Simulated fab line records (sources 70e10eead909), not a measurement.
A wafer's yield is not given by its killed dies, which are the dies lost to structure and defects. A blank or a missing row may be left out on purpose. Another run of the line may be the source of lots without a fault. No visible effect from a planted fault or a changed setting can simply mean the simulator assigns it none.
Which tool was responsible? / flow nand harc / 18 wafers from 6 lots sampled at 4 of the route's 1159 steps

## WHAT EACH GAUGE READ, for each wafer
NHARC_END_WLT_00.
lot=L149; measured=day 20 05:56; on=prober-01; VT_DECK1_TOP_INNER=0.910 0.903 0.900
lot=L152; measured=day 20 13:39; on=prober-01; VT_DECK1_TOP_INNER=0.907 0.914 0.904
lot=L156; measured=day 21 06:06; on=prober-01; VT_DECK1_TOP_INNER=0.885 0.892 0.898
lot=L155; measured=day 21 15:45; on=prober-01; VT_DECK1_TOP_INNER=0.903 0.906 0.917
lot=L162; measured=day 23 12:52; on=prober-01; VT_DECK1_TOP_INNER=0.892 0.893 0.882
lot=L167; measured=day 25 09:19; on=prober-02; VT_DECK1_TOP_INNER=0.891 0.898 0.898

## EACH LOT AND THE TOOL THAT RAN IT (in order: tool; ch and the chambers of the sampled wafers; start)
lot=L149; NHARC_A_BLC_PVD_32=pvd sputter-03, day 18 05:03; NHARC_THIN_TSV_ETCH_44=rie diel-11 ch 1,2,3, day 19 13:21; NHARC_THIN_TSV_ANNEAL_52=rtp anneal-02 ch 0, day 19 17:05
lot=L152; NHARC_A_BLC_PVD_32=pvd sputter-02, day 18 21:48; NHARC_THIN_TSV_ETCH_44=rie diel-12 ch 1,2,3, day 20 01:20; NHARC_THIN_TSV_ANNEAL_52=rtp anneal-01 ch 0, day 20 05:08
lot=L156; NHARC_A_BLC_PVD_32=pvd sputter-02, day 19 10:06; NHARC_THIN_TSV_ETCH_44=rie diel-12 ch 1,2,3, day 20 17:55; NHARC_THIN_TSV_ANNEAL_52=rtp anneal-01 ch 0, day 20 21:47
lot=L155; NHARC_A_BLC_PVD_32=pvd sputter-01, day 19 21:21; NHARC_THIN_TSV_ETCH_44=rie diel-12 ch 0,1, day 21 02:44; NHARC_THIN_TSV_ANNEAL_52=rtp anneal-01 ch 0, day 21 06:32
lot=L162; NHARC_A_BLC_PVD_32=pvd sputter-03, day 21 14:13; NHARC_THIN_TSV_ETCH_44=rie diel-13 ch 0,2,3, day 22 22:07; NHARC_THIN_TSV_ANNEAL_52=rtp anneal-01 ch 0, day 23 02:01
lot=L167; NHARC_A_BLC_PVD_32=pvd sputter-01, day 23 14:37; NHARC_THIN_TSV_ETCH_44=rie diel-11 ch 0,2,3, day 24 18:38; NHARC_THIN_TSV_ANNEAL_52=rtp anneal-01 ch 0, day 24 22:20
- NHARC_A_BLC_PVD_32: deposits Ti, target thk 5 nm, time 17.7 s.
- NHARC_THIN_TSV_ETCH_44: etches the open film in CF4/O2, target depth 1594.2 nm, time 797.1 s.
- NHARC_THIN_TSV_ANNEAL_52: time 90 s.

## THE ANSWER, worked out from the rows above alone
Rule: the usual values come from the lots themselves. Put in order of their means at a reading, lots are off if they are a third of the lots or fewer, leave a main group of 4 or more, and stand apart from it by a gap of 3 or more times the standard deviation of the main group's means; of several such gaps the widest counts. A main group whose means are all the same, to the digits that the tables above print for the reading, isn't used. Also off: a lot with no number at a reading for which 4 or more lots have one. The other lots that the step has rows for count as sound.
None of the lots is off at any reading shown; this tells nothing.

## WHAT HAD BEEN PUT IN BY THE SIMULATOR
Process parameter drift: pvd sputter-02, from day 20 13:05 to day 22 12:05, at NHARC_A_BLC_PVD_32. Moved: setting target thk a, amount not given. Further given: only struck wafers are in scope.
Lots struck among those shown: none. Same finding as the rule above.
